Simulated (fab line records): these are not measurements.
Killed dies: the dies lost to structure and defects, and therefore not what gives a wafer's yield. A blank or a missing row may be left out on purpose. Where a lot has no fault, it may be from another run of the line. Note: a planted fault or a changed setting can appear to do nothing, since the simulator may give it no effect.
Matching of chambers | flow n5_finfet | N5_BEOL_M12_ETCH_68 on rie_diel-06: 4 sister chambers
The step etches SOC in N2/H2, time 285 s. 8 wafers are shown with their chamber, then 7 later ones without.

== EACH WAFER AND ITS CHAMBER ==
wafer  | chamber | showerhead_plenum_p_Torr (Torr) | drypump_motor_current_A (A)
L084.3 | 0       | 2.60                            | 5.0
L088.3 | 1       | 2.52                            | 5.4
L088.5 | 3       | 2.39                            | 6.5
L089.2 | 0       | 2.59                            | 5.0
L089.5 | 2       | 2.70                            | 5.7
L089.6 | 3       | 2.39                            | 6.4
L091.1 | 2       | 2.70                            | 5.7
L091.2 | 1       | 2.51                            | 5.4

== WAFERS WITHOUT THEIR CHAMBER ==
wafer  | showerhead_plenum_p_Torr (Torr) | drypump_motor_current_A (A)
L091.6 | 2.51                            | 5.4
L092.1 | 2.59                            | 5.0
L092.2 | 2.51                            | 5.4
L092.4 | 2.59                            | 5.0
L095.1 | 2.51                            | 5.4
L095.2 | 2.59                            | 5.0
L095.6 | 2.51                            | 5.4

== EACH ONE'S CHAMBER ==
wafer  | from the rows above | in truth
L091.6 | 1                   | 1
L092.1 | 0                   | 0
L092.2 | 1                   | 1
L092.4 | 0                   | 0
L095.1 | 1                   | 1
L095.2 | 0                   | 0
L095.6 | 1                   | 1
Placed correctly: 7 of 7. Number that these rows cannot place: 0. Placed wrongly: 0.
How it was worked out, from the rows above alone: a wafer's distance from a chamber is the root of the sum, over the readings, of the square of ((its reading less the chamber's mean) divided by the reading's scatter). If the next closest chamber is less than 2 further off than the closest, the wafer can't be placed; otherwise it belongs to the closest. For every chamber, the mean is computed from those of its wafers that are shown. The scatter: take each reading less its chamber's mean, square it, sum over the shown wafers, divide by the number of wafers less the number of chambers, and take the root.
